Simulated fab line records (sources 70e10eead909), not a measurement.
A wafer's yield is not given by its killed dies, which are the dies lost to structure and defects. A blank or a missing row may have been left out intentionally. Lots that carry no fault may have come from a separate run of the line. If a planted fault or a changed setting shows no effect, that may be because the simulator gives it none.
Chamber matching | flow nandHarc | NHARC_P_M2_PRE_CLEAN_32 on pecvd-02: 3 sister chambers
The step time 12 s. 18 wafers are shown with their chamber, then 9 later ones without.

## WAFERS, EACH WITH ITS CHAMBER
wafer  | chamber | heaterPowerW (W) | rfFwdPowerW (W) | susceptorTempC (C)
L075.2 | 2       | 731              | 293.3           | 369.64
L075.3 | 0       | 469              | 293.7           | 370.24
L075.6 | 2       | 732              | 293.4           | 370.00
L077.3 | 0       | 397              | 293.6           | 370.11
L077.4 | 2       | 771              | 292.3           | 370.37
L077.5 | 1       | 585              | 292.9           | 370.33
L085.1 | 0       | 464              | 291.7           | 369.97
L085.3 | 0       | 459              | 292.7           | 370.09
L085.4 | 1       | 547              | 291.2           | 370.28
L084.2 | 0       | 460              | 294.3           | 369.89
L084.3 | 1       | 487              | 293.9           | 369.98
L084.6 | 0       | 471              | 293.0           | 370.05
L087.1 | 1       | 495              | 292.1           | 369.96
L087.2 | 0       | 478              | 293.3           | 370.16
L087.3 | 2       | 708              | 292.2           | 370.08
L090.1 | 0       | 445              | 293.4           | 369.60
L090.2 | 1       | 555              | 293.3           | 370.10
L090.4 | 2       | 680              | 292.8           | 370.57

SIGNATURES (means of the wafers above)
reading        | chamber 0 | chamber 1 | chamber 2 | scatter within a chamber
heaterPowerW   | 455.38    | 533.80    | 724.40    | 32.7
rfFwdPowerW    | 293.212   | 292.680   | 292.800   | 0.811
susceptorTempC | 370.0138  | 370.1300  | 370.1320  | 0.245
Rule: for each reading, subtract the chamber's mean from the wafer's reading, divide by that reading's scatter and square the result; add these up over the readings and take the root, which gives the wafer's distance from the chamber. The wafer belongs to the nearest chamber; if the next one is less than 2 further off, it can't be placed. How the scatter is found: for the shown wafers, subtract from each reading the mean of its chamber, square and add these, divide the total by (wafers less chambers), then take the root.

## WAFERS WITH NO CHAMBER GIVEN
wafer  | heaterPowerW (W) | rfFwdPowerW (W) | susceptorTempC (C)
L091.1 | 479              | 292.2           | 369.12
L091.3 | 718              | 291.9           | 369.89
L091.5 | 709              | 293.3           | 370.11
L097.1 | 729              | 291.9           | 370.59
L097.2 | 440              | 293.3           | 370.24
L097.3 | 545              | 292.2           | 370.07
L096.1 | 435              | 292.4           | 370.13
L096.4 | 519              | 292.6           | 370.09
L096.5 | 684              | 292.2           | 370.20

## WHICH CHAMBER EACH ONE RAN IN
wafer  | from the rows above     | in truth
L091.1 | can't be placed: 0 or 1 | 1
L091.3 | 2                       | 2
L091.5 | 2                       | 2
L097.1 | 2                       | 2
L097.2 | can't be placed: 0 or 1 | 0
L097.3 | 1                       | 1
L096.1 | can't be placed: 0 or 1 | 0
L096.4 | can't be placed: 1 or 0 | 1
L096.5 | 2                       | 2
Placed correctly: 5 of 9. These rows do not allow placing 4 (true chamber among the candidates in 4). Placed wrongly: 0.
